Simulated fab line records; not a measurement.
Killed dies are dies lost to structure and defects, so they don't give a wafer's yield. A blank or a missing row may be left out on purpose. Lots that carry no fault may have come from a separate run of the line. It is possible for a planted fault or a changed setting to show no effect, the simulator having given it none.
Matching of chambers ; flow n5-finfet ; N5_BEOL_M0_SAQP_ILD_DEP_01 on pecvd-01 has 3 sister chambers
The step deposits SiOC from DEMS/O2, target thk 45.419 nm, time 8.7 s. 6 wafers are shown with their chamber, then 12 later ones without.

== WAFERS WITH THEIR CHAMBER ==
wafer;chamber;showerhead-plenum-p-Torr (Torr);throttle-valve-pct (%)
L082.6;2;5.661;11.5
L085.4;0;5.660;12.6
L085.6;1;5.733;12.6
L089.1;0;5.669;12.2
L089.3;2;5.667;11.4
L089.4;1;5.723;12.5

== WAFERS MISSING THEIR CHAMBER ==
wafer;showerhead-plenum-p-Torr (Torr);throttle-valve-pct (%)
L090.1;5.666;12.1
L090.2;5.713;12.6
L090.6;5.663;11.3
L091.1;5.660;11.6
L091.2;5.709;12.2
L091.3;5.663;11.9
L093.1;5.657;11.3
L093.2;5.650;12.0
L093.6;5.659;12.3
L094.1;5.659;12.3
L094.2;5.648;11.2
L094.6;5.736;12.6

== CHAMBER TAKEN BY EACH ==
wafer;from the rows above;in truth
L090.1;0;0
L090.2;1;1
L090.6;2;2
L091.1;2;2
L091.2;1;1
L091.3;can't be placed: 2 or 0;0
L093.1;2;2
L093.2;can't be placed: 0 or 2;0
L093.6;0;0
L094.1;0;0
L094.2;2;2
L094.6;1;1
Correct placement for 10 of the 12. Unplaceable from these rows: 2, with the true chamber sitting among the candidates in 2. Wrongly placed: 0.
How it was worked out, from the rows above alone: a wafer's distance from a chamber is the root of the sum, over the readings, of the square of ((its reading less the chamber's mean) divided by the reading's scatter). If the next closest chamber is less than 2 further off than the closest, the wafer can't be placed; otherwise it belongs to the closest. The mean given for a chamber averages the wafers shown for that chamber. The scatter is the square root of a quotient: the sum, over the shown wafers, of each reading's squared deviation from its chamber's mean, divided by wafers minus chambers.
